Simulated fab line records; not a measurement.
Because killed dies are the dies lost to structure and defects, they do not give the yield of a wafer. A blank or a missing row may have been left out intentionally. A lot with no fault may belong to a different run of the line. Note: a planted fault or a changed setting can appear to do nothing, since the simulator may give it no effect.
fab line records    flow n5_finfet    part 2 of 2: steps 23 to 33 of 33
[record] lots = 5  wafers = 15  last_day = 17
route steps=1938 shown PMOS_HMC_CHANNEL_EPI@62 FIN_SAQP@90
lots with no fault: from the same line, run without faults
start_h: hours from the record's first day to the start of the lot's first wafer shown    wait_h: hours elapsed since this lot's preceding step    " identical to the entry in the row above    L1.1+2: several wafers, shown together as one row    - no value, or no start given    * or withheld: withheld    < > ~ a bound
route shown NAME@n: names a module that has steps shown in the file, with the first one's number in the route    usual: mean/standard deviation of fault-free wafers    same: alike in all rows    chamber/n: place in a boat    sites: readings site by site    _std_site: how widely they spread, as a standard deviation    _edge_site: the outer-site mean with the inner-site mean subtracted    radius_mm: for every site, how far away it sits from the centre of the wafer    mask NAME#n: copy n    behind: the last tool/chamber to shape the wafer    hold: cause of the lot's hold/its duration in hours/its outcome    device: the n, p or np transistor that did not switch    end of line: tests of these same wafers at the route's end    where a step has no rows: the recipe by itself    killed: the dies lost at the first sort to structure and to defects; this is not the yield of the wafer    map: a wafer's dies, x killed, . not, _ none there
set.NAME: setting as actually run; set.NAME@STEP: the setting as run at that earlier step    model.NAME: the simulator's own value behind a step, which no gauge read
a table for each step, a row for each wafer; lots at some steps of the route
services: from which hour (start_h, from the record's first day; less than 0 if before it) a tool's chamber was out of use, for how many hours, and why
[[steps]]
[step N5_PMOS_HMC_CHANNEL_EPI_PRECLEAN_37]
[recipe] chemistry = O3/DIW  time_s = 45  temp_c = 22  o3_ppm = 10
[usual] o3_ppm = 10.00/0.11
lot.wafer  tool          chamber  start_h  wait_h  o3_ppm
L077.2     wet_bench-06  6        38.28    0.0     9.94
L077.4     "             7        "        "       10.12
L077.6     "             3        "        "       10.16
L086.2     wet_bench-06  7        91.94    0.0     10.00
L086.5     "             2        "        "       10.02
L086.6     "             0        "        "       10.03
L087.1     wet_bench-01  6        97.61    0.0     9.98
L087.4     "             2        "        "       10.06
L087.6     "             7        "        "       9.97
L092.3     wet_bench-01  4        128.24   0.0     10.03
L092.5     "             5        "        "       9.90
L092.6     "             1        "        "       10.14
L097.3     wet_bench-01  7        158.38   0.0     10.01
L097.4     "             0        "        "       9.95
L097.5     "             5        "        "       10.16
[step N5_PMOS_HMC_CHANNEL_EPI_PRECLEAN_24]
[recipe] chemistry = DHF  time_s = 30  temp_c = 25  dilution = withheld
lot.wafer   tool          chamber  start_h  wait_h
L077.2+4+6  wet_bench-06  6,7,3    38.29    0.0
L086.2+5+6  wet_bench-06  7,2,0    91.96    0.0
L087.1+4+6  wet_bench-01  6,2,7    97.62    0.0
L092.3+5+6  wet_bench-01  4,5,1    128.25   0.0
L097.3+4+5  wet_bench-01  7,0,5    158.40   0.0
[step N5_PMOS_HMC_CHANNEL_EPI_SRD_25]
[recipe] dry = ipa_marangoni  do_ppb = 5  time_s = 30  temp_c = 23  rinse_liquid = diw
[usual] do_ppb = 5.00/0.046
lot.wafer  tool          chamber  start_h  wait_h  do_ppb
L077.2     wet_bench-06  6        38.30    0.0     5.04
L077.4     "             7        "        "       4.98
L077.6     "             3        "        "       5.04
L086.2     wet_bench-06  7        91.96    0.0     5.03
L086.5     "             2        "        "       4.91
L086.6     "             0        "        "       4.99
L087.1     wet_bench-01  6        97.63    0.0     4.95
L087.4     "             2        "        "       5.13
L087.6     "             7        "        "       5.01
L092.3     wet_bench-01  4        128.26   0.0     4.96
L092.5     "             5        "        "       5.00
L092.6     "             1        "        "       5.03
L097.3     wet_bench-01  7        158.41   0.0     4.99
L097.4     "             0        "        "       5.05
L097.5     "             5        "        "       5.01
[step N5_PMOS_HMC_CHANNEL_EPI_EPI_26]
[recipe] material = Si  target_thk_a = 38  temp_c = 650  precursor = SiH4/H2  pressure_torr = 20  time_s = 22.7
[usual] lamp_inner_pct = 14.3/0.58  throttle_valve_pct = 11.53/0.18
lot.wafer  tool          chamber  start_h  wait_h  lamp_inner_pct  throttle_valve_pct
L077.2     epi_rpcvd-04  0        38.40    0.1     15.0            11.47
L077.4     "             0        "        "       15.0            11.59
L077.6     "             0        "        "       15.2            11.65
L086.2     epi_rpcvd-04  0        92.08    0.1     15.2            11.83
L086.5     "             0        "        "       15.2            11.60
L086.6     "             0        "        "       15.0            11.65
L087.1     epi_rpcvd-01  0        97.68    0.0     13.9            11.96
L087.4     "             0        "        "       13.8            11.51
L087.6     "             0        "        "       13.9            11.72
L092.3     epi_rpcvd-04  0        128.49   0.2     15.0            11.77
L092.5     "             0        "        "       15.1            11.52
L092.6     "             0        "        "       15.0            11.83
L097.3     epi_rpcvd-04  0        158.59   0.2     14.9            11.37
L097.4     "             0        "        "       15.3            11.83
L097.5     "             0        "        "       15.0            11.61
[step N5_PMOS_HMC_CHANNEL_EPI_INSPECT_30]
[recipe] inspect_instrument = darkfield  mode = post_epi
[usual] raw_defect_count = 18/6.2
lot.wafer  tool               chamber  start_h  wait_h  raw_defect_count
L077.2     defect_inspect-02  -        38.72    0.0     15
L077.4     "                  -        "        "       15
L077.6     "                  -        "        "       24
L086.2     defect_inspect-02  -        92.50    0.0     10
L086.5     "                  -        "        "       12
L086.6     "                  -        "        "       34
L087.1     defect_inspect-02  -        98.05    0.0     16
L087.4     "                  -        "        "       22
L087.6     "                  -        "        "       16
L092.3     defect_inspect-02  -        128.92   0.0     14
L092.5     "                  -        "        "       17
L092.6     "                  -        "        "       9
L097.3     defect_inspect-01  -        158.93   0.0     16
L097.4     "                  -        "        "       13
L097.5     "                  -        "        "       22
[step N5_FIN_SAQP_PRECLEAN_42]
[recipe] chemistry = O3/DIW  time_s = 60  temp_c = 22  o3_ppm = 10
[usual] o3_ppm = 10.00/0.1
lot.wafer  tool          chamber  start_h  wait_h  o3_ppm
L077.2     wet_bench-03  0        38.75    0.0     10.07
L077.4     "             4        "        "       10.00
L077.6     "             5        "        "       9.97
L086.2     wet_bench-02  1        92.52    0.0     9.90
L086.5     "             0        "        "       10.14
L086.6     "             7        "        "       10.05
L087.1     wet_bench-05  1        98.08    0.0     9.98
L087.4     "             3        "        "       10.11
L087.6     "             2        "        "       9.79
L092.3     wet_bench-05  7        128.95   0.0     10.17
L092.5     "             0        "        "       10.14
L092.6     "             3        "        "       9.78
L097.3     wet_bench-05  6        158.95   0.0     10.08
L097.4     "             3        "        "       10.15
L097.5     "             5        "        "       9.82
[step N5_FIN_SAQP_PRECLEAN_00]
[recipe] chemistry = SC1  time_s = 60  temp_c = 55  mix = 1:2:50
lot.wafer   tool          chamber  start_h  wait_h
L077.2+4+6  wet_bench-03  0,4,5    38.77    0.0
L086.2+5+6  wet_bench-02  1,0,7    92.54    0.0
L087.1+4+6  wet_bench-05  1,3,2    98.10    0.0
L092.3+5+6  wet_bench-05  7,0,3    128.96   0.0
L097.3+4+5  wet_bench-05  6,3,5    158.97   0.0
[step N5_FIN_SAQP_PRECLEAN_44]
[recipe] chemistry = SC2  time_s = 45  temp_c = 35  mix = 1:1:50
lot.wafer   tool          chamber  start_h  wait_h
L077.2+4+6  wet_bench-03  0,4,5    38.78    0.0
L086.2+5+6  wet_bench-02  1,0,7    92.56    0.0
L087.1+4+6  wet_bench-05  1,3,2    98.12    0.0
L092.3+5+6  wet_bench-05  7,0,3    128.98   0.0
L097.3+4+5  wet_bench-05  6,3,5    158.99   0.0
[step N5_FIN_SAQP_SRD_01]
[recipe] dry = ipa_marangoni  time_s = 30  temp_c = 23  rinse_liquid = diw
lot.wafer   tool          chamber  start_h  wait_h
L077.2+4+6  wet_bench-03  0,4,5    38.80    0.0
L086.2+5+6  wet_bench-02  1,0,7    92.57    0.0
L087.1+4+6  wet_bench-05  1,3,2    98.13    0.0
L092.3+5+6  wet_bench-05  7,0,3    128.99   0.0
L097.3+4+5  wet_bench-05  6,3,5    159.00   0.0
[step N5_FIN_SAQP_ALD_61]
[recipe] material = SiO2  target_thk_a = 40  temp_c = 300  ald_precursor_family = BDEAS  ald_co_reactant = O2-plasma  pulse_time_s = 1  purge_time_s = 2  co_reactant_purge_time_s = 2  ald_cycles = 43  pressure_torr = 2
[usual] heater_power_w = 458/61  precursor_pulse_height_rel = 1.001/0.02
[same] co_reactant_purge_time_s = 2
lot.wafer  tool        chamber  start_h  wait_h  heater_power_w  precursor_pulse_height_rel  since_wet_clean_h
L077.2     ald_sin-02  1        38.85    0.0     489             1.032                       31
L077.4     "           0        "        "       466             1.001                       31
L077.6     "           0        "        "       479             0.978                       -
L086.2     ald_sin-01  0        92.84    0.2     457             1.031                       183
L086.5     "           2        "        "       464             1.002                       -
L086.6     "           1        "        "       436             1.000                       -
L087.1     ald_sin-02  2        100.69   2.5     435             1.009                       93
L087.4     "           3        "        "       490             1.022                       93
L087.6     "           3        "        "       493             0.976                       -
L092.3     ald_sin-04  0        129.04   0.0     350             0.977                       318
L092.5     "           3        "        "       385             1.020                       -
L092.6     "           0        "        "       366             0.992                       -
L097.3     ald_sin-04  0        159.05   0.0     352             1.013                       348
L097.4     "           3        "        "       394             0.970                       348
L097.5     "           2        "        "       569             0.974                       -
[step N5_FIN_SAQP_DENSIFY_62]
[recipe] temp_c = 700  time_s = 60  ambient = N2  idle_temp_c = 600  ramp_up_c_per_s = 150  ramp_down_c_per_s = 60  cool_to_c = 600
[usual] lamp_power_pct = 9.84/0.054  lamp_zone_2_pct = 9.847/0.011  wafer_temp_C_max = 703.3/0.6
lot.wafer  tool           chamber  start_h  wait_h  lamp_power_pct  lamp_zone_2_pct  wafer_temp_C_max
L077.2     rtp_anneal-01  0        39.08    0.1     9.80            9.843            703.9
L077.4     "              0        "        "       9.91            9.856            703.7
L077.6     "              0        "        "       9.77            9.855            703.0
L086.2     rtp_anneal-01  0        93.13    0.2     9.73            9.848            703.3
L086.5     "              0        "        "       9.91            9.850            703.7
L086.6     "              0        "        "       9.85            9.837            703.5
L087.1     rtp_anneal-02  0        100.89   0.1     9.82            9.853            703.1
L087.4     "              0        "        "       9.89            9.841            703.7
L087.6     "              0        "        "       9.81            9.829            702.4
L092.3     rtp_anneal-01  0        129.30   0.2     9.86            9.853            703.3
L092.5     "              0        "        "       9.79            9.833            702.6
L092.6     "              0        "        "       9.82            9.837            701.9
L097.3     rtp_anneal-02  0        159.38   0.2     9.81            9.845            703.1
L097.4     "              0        "        "       9.81            9.849            702.5
L097.5     "              0        "        "       9.81            9.846            703.5
[[services]]
tool          chamber  start_h  hours  kind
cmp-02        -        14.52    5.4    pm
epi_rpcvd-04  -        14.84    1.0    repair
rie_diel-02   2        19.75    15.8   repair
rie_diel-02   -        53.02    14.6   pm
cmp-03        -        55.30    0.9    repair
rie_diel-04   3        60.92    12.0   repair
rie_si-01     2        65.56    10.3   repair
rie_diel-02   2        69.71    3.8    repair
rie_diel-02   1        71.07    1.3    repair
cmp-03        -        89.20    2.3    repair
wet_bench-01  -        98.35    1.9    pm
rie_diel-02   -        104.66   0.8    repair
wet_bench-02  -        107.12   2.6    repair
rie_si-01     -        108.68   2.8    pm
epi_rpcvd-04  -        112.73   2.8    pm
cmp-03        -        114.49   0.3    repair
rie_si-06     -        117.12   2.8    pm
rie_diel-04   -        117.44   2.2    repair
rie_si-01     0        119.04   8.5    repair
rie_diel-02   -        126.83   2.8    pm
epi_rpcvd-01  -        134.94   2.3    repair
wet_bench-03  -        147.21   5.3    repair
rie_si-06     -        152.44   0.1    repair
wet_bench-03  -        157.16   1.3    repair
